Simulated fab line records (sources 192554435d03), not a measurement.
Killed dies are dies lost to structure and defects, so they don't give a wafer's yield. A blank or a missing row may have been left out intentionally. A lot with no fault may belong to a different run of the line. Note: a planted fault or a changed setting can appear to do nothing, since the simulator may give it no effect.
Chamber matching	flow n5_finfet	N5_MOL_CONTACT_COAG_CMP_23 on cmp-02: 4 sister chambers
The step polishes, stops on SiO2, t overpolish 1.5 s, target thk 0 nm. 14 wafers are shown with their chamber, then 7 later ones without.

== WAFERS PAIRED WITH THEIR CHAMBERS ==
wafer	chamber	motor_current_A (A)	time_to_endpoint_s (s)	retaining_ring_pressure_frac
L080.2	2	6.2	12.7	1.006
L080.4	0	8.2	11.9	1.009
L080.5	0	8.0	11.6	0.996
L081.2	3	7.0	15.2	0.988
L081.5	3	7.4	13.2	0.993
L081.6	2	6.4	11.1	1.003
L087.1	1	7.5	12.0	1.004
L087.2	0	7.9	9.4	1.007
L087.3	2	6.4	9.6	1.001
L091.1	0	8.2	8.7	1.002
L091.3	2	6.1	9.2	1.011
L091.6	3	7.3	15.2	0.996
L093.1	3	7.5	13.9	1.003
L093.4	1	7.1	10.4	1.009

SIGNATURES (averages over the wafers above)
reading	chamber 0	chamber 1	chamber 2	chamber 3	scatter within a chamber
motor_current_A	8.075	7.300	6.275	7.300	0.188
time_to_endpoint_s	10.400	11.200	10.650	14.375	1.39
retaining_ring_pressure_frac	1.00350	1.00650	1.00525	0.99500	0.00537
Rule: distance of a wafer from a chamber = root of the sum over the readings of ((wafer's reading minus chamber's mean) / reading's scatter) squared. The wafer belongs to the nearest chamber; if the next one is less than 2 further off, it can't be placed. The scatter: take each reading less its chamber's mean, square it, sum over the shown wafers, divide by the number of wafers less the number of chambers, and take the root.

== WAFERS WITHOUT THEIR CHAMBER ==
wafer	motor_current_A (A)	time_to_endpoint_s (s)	retaining_ring_pressure_frac
L093.6	6.9	11.9	1.002
L095.2	8.0	10.0	1.003
L095.4	7.2	17.8	1.005
L095.5	6.3	12.8	1.004
L097.2	7.9	10.5	0.998
L097.3	7.0	13.6	1.005
L097.5	7.2	12.3	1.004

== EACH ONE'S CHAMBER ==
wafer	from the rows above	in truth
L093.6	can't be placed: 1 or 3 or 2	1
L095.2	0	0
L095.4	can't be placed: 3 or 1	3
L095.5	2	2
L097.2	0	0
L097.3	can't be placed: 1 or 3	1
L097.5	can't be placed: 1 or 3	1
Correctly placed: 3 of 7. From these rows, 4 cannot be placed; in 4 the true chamber is one of the candidates. Wrongly placed: 0.
